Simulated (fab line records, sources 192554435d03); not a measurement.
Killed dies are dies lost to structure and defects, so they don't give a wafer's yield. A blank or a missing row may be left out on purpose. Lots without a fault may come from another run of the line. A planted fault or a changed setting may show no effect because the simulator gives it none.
Split-lot experiment | flow n5_finfet | 7 lots, 21 wafers read, on a route of 1938 steps

THE SPLIT
At N5_BEOL_M0_CUTY_EXPOSE_54 (exposes mask M0 ABLK), the setting dose_mj was moved away from the recipe's 36 on 9 of the 21 wafers read, by -7.0% to +7.3%. The other wafers ran this setting at the recipe's value.

FROM THE SPLIT TO THE READING: what the file shows between them, 2 steps
- N5_BEOL_M0_CUTY_PEB_55: peb time 60 s
- N5_BEOL_M0_CUTY_DEVELOP_56: develop time 30 s

THE READING
cd_nm, in nm, at N5_BEOL_M0_CUTY_CD_MEAS_57 (target cd 200 nm). Fault-free wafers of this fab line usually give 199.6 nm, standard deviation 0.76 nm.

wafer  | tool, chamber at the split | dose_mj as run | against the recipe | cd_nm, nm | against lot-mates on the recipe
L074.2 | arfi_scanner-01, 0         | 36             | recipe             | 200.1     | -
L074.3 | arfi_scanner-01, 0         | 36             | recipe             | 198.9     | -
L074.5 | arfi_scanner-01, 0         | 36             | recipe             | 200.3     | -
L076.3 | arfi_scanner-03, 0         | 36             | recipe             | 200.8     | -
L076.4 | arfi_scanner-03, 0         | 36             | recipe             | 200.5     | -
L076.6 | arfi_scanner-03, 0         | 36             | recipe             | 200.5     | -
L080.2 | arfi_scanner-02, 0         | 36             | recipe             | 198.2     | -
L080.4 | arfi_scanner-02, 0         | 34.03          | -5.5%              | 203.0     | +4.4
L080.6 | arfi_scanner-02, 0         | 36             | recipe             | 198.9     | -
L082.1 | arfi_scanner-03, 0         | 36             | recipe             | 198.6     | -
L082.2 | arfi_scanner-03, 0         | 36             | recipe             | 198.5     | -
L082.5 | arfi_scanner-03, 0         | 38.62          | +7.3%              | 195.1     | -3.5
L083.2 | arfi_scanner-03, 0         | 33.47          | -7.0%              | 203.5     | +3.8
L083.4 | arfi_scanner-03, 0         | 36             | recipe             | 199.8     | -
L083.6 | arfi_scanner-03, 0         | 36             | recipe             | 199.6     | -
L089.3 | arfi_scanner-02, 0         | 33.92          | -5.8%              | 202.5     | no lot-mate on the recipe
L089.4 | arfi_scanner-02, 0         | 33.92          | -5.8%              | 203.7     | no lot-mate on the recipe
L089.5 | arfi_scanner-02, 0         | 33.92          | -5.8%              | 203.1     | no lot-mate on the recipe
L087.2 | arfi_scanner-01, 0         | 37.43          | +4.0%              | 196.2     | no lot-mate on the recipe
L087.4 | arfi_scanner-01, 0         | 37.43          | +4.0%              | 196.3     | no lot-mate on the recipe
L087.6 | arfi_scanner-01, 0         | 37.43          | +4.0%              | 197.4     | no lot-mate on the recipe

THE FIT
A straight line over all 21 wafers: cd_nm changes by -0.63 nm for each +1% of dose_mj; r = -0.95; the points scatter about the line by 0.77 nm.
The same after taking each lot's own level away (the mean of its wafers on the recipe; 15 wafers): -0.571 nm for each +1%; r = -0.96; scatter 0.52 nm.
On that fit, the largest move of dose_mj shifts the reading by 4.2 nm.
The lots' own levels span 198.55 to 200.60 nm, that is 2.7 times the standard deviation above.
So the lot-to-lot level changes the slope: the two fits differ.
Check: with one of the wafers moved furthest among these (+7.3%) left out of the fit, the line predicts -4.65 nm for it against its lot-mates. It came out at -3.45 nm against them.

OTHER SPLITS ON THESE WAFERS
These wafers also went through other splits before the reading. Each is held against what the fit with the lots' levels taken away leaves over:
other split on the same wafers            | wafers away from the commonest value | r with cd_nm (lot level and that fit taken away)
N5_SD_EPI_P_EPI_21 epi_growth_time_s      | 6                                    | -0.07
N5_GATE_CUT_ETCH_58 bias_w                | 7                                    | +0.03
N5_MOL_CONTACT_COAG_COAT_76 spin_rpm      | 8                                    | +0.01
N5_BEOL_M0_SAQP_PECVD_04 time_s           | 9                                    | -0.24
N5_BEOL_M0_SAQP_DEVELOP_13 develop_time_s | 7                                    | -0.11
N5_BEOL_M0_SAQP_ALD_48 ald_cycles         | 4                                    | -0.03

THE WHOLE CHAIN: every reading that the file lists as answering this split, in the file's order
step                       | what it does                     | reading                                                                    | change (the file's fit)               | r (the file's)
N5_BEOL_M0_CUTY_CD_MEAS_57 | target cd 200 nm                 | cd_nm                                                                      | -0.573 nm for each +1% of the setting | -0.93
N5_BEOL_M0_CUTY_ETCH_62    | etches SiARC in CF4, time 58.5 s | BEOL_M0_CUTY.cd_offset_nm (the simulator's own value, which no gauge read) | -0.562 nm for each +1% of the setting | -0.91

THE FILE'S OWN FIT
cd_nm changes by -0.573 nm for each +1% of dose_mj, r = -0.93.
